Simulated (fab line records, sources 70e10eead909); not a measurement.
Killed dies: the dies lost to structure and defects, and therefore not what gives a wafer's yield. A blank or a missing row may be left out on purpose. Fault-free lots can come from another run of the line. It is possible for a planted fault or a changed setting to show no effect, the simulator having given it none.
Which tool was responsible? | flow nand-harc | 6 lots with 17 wafers sampled at 6 steps, on a route of 1159 steps

## WHAT THE GAUGES SHOWED, per wafer
NHARC_END_SORT_01.
lot  | measured     | on        | defect-limited-yield (%)
L569 | day 21 11:52 | prober-01 | 96.2
L580 | day 23 16:43 | prober-02 | 96.6 96.8 97.9

## WHAT TOOL EACH LOT RAN ON (gives the tool, then ch and the chambers of the sampled wafers, and finally the start)
lot  | NHARC_A_BLC_CMP_25            | NHARC_A_M0_STRIP_18                | NHARC_A_M0_PVD_20                       | NHARC_A_M0_ECD_22              | NHARC_A_M0_CMP_23
L565 | cmp-03 ch 2,3, day 18 02:20   | rie-diel-05 ch 0,3, day 18 04:25   | pvd-sputter-03, day 18 05:23 or earlier | ecd-cu-01 ch 0,1, day 18 05:23 | cmp-01 ch 0,1,3, day 18 06:06
L566 | cmp-04 ch 0,1,3, day 18 14:22 | rie-diel-05 ch 0,2,3, day 18 16:14 | pvd-sputter-01, day 18 17:09 or earlier | ecd-cu-01 ch 0,1, day 18 17:09 | cmp-01 ch 1,2,3, day 18 17:52
L569 | cmp-03 ch 1,2, day 19 13:43   | rie-diel-03 ch 0,3, day 19 15:32   | pvd-sputter-03, day 19 16:42 or earlier | ecd-cu-02 ch 0,1, day 19 16:42 | cmp-04 ch 0,3, day 19 17:23
L580 | cmp-04 ch 0,3, day 21 16:48   | rie-diel-03 ch 0,1,2, day 21 18:35 | pvd-sputter-01, day 21 19:26 or earlier | ecd-cu-01 ch 0,1, day 21 19:26 | cmp-02 ch 0,3, day 21 20:09
L583 | cmp-01 ch 1,2, day 22 03:25   | rie-diel-05 ch 1,2,3, day 22 05:14 | pvd-sputter-03, day 22 06:06 or earlier | ecd-cu-01 ch 0,1, day 22 06:06 | cmp-02 ch 1,2,3, day 22 06:53
L586 | cmp-04 ch 0,1,3, day 23 21:38 | rie-diel-10 ch 0,1,2, day 23 23:43 | pvd-sputter-03, day 24 00:41 or earlier | ecd-cu-02 ch 0,1, day 24 00:41 | cmp-02 ch 0,2,3, day 24 01:28
- NHARC_A_BLC_CMP_25: polishes, t overpolish 30 s, target thk 150 nm.
- NHARC_A_M0_STRIP_18: strips in N2/H2.
- NHARC_A_M0_PVD_20: deposits TaN, target thk 5 nm, time 8.06 s.
- NHARC_A_M0_ECD_22: material Cu, target thk 400 nm.
- NHARC_A_M0_CMP_23: polishes, t overpolish 20 s, target thk 113.75 nm.

## THE ANSWER, worked out from the rows above alone
Rule: the usual values come from the lots themselves. Put in order of their means at a reading, lots are off if they are a third of the lots or fewer, leave a main group of 4 or more, and stand apart from it by a gap of 3 or more times the standard deviation of the main group's means; of several such gaps the widest counts. Not used: any main group whose means are identical at the precision the tables above print for the reading. A lot without any number at a reading at which 4 lots or more have one is off too. All remaining lots with rows at the step are treated as sound.
Nothing can be told from this: no lot is off at any reading shown.

## WHAT HAD BEEN PUT IN BY THE SIMULATOR
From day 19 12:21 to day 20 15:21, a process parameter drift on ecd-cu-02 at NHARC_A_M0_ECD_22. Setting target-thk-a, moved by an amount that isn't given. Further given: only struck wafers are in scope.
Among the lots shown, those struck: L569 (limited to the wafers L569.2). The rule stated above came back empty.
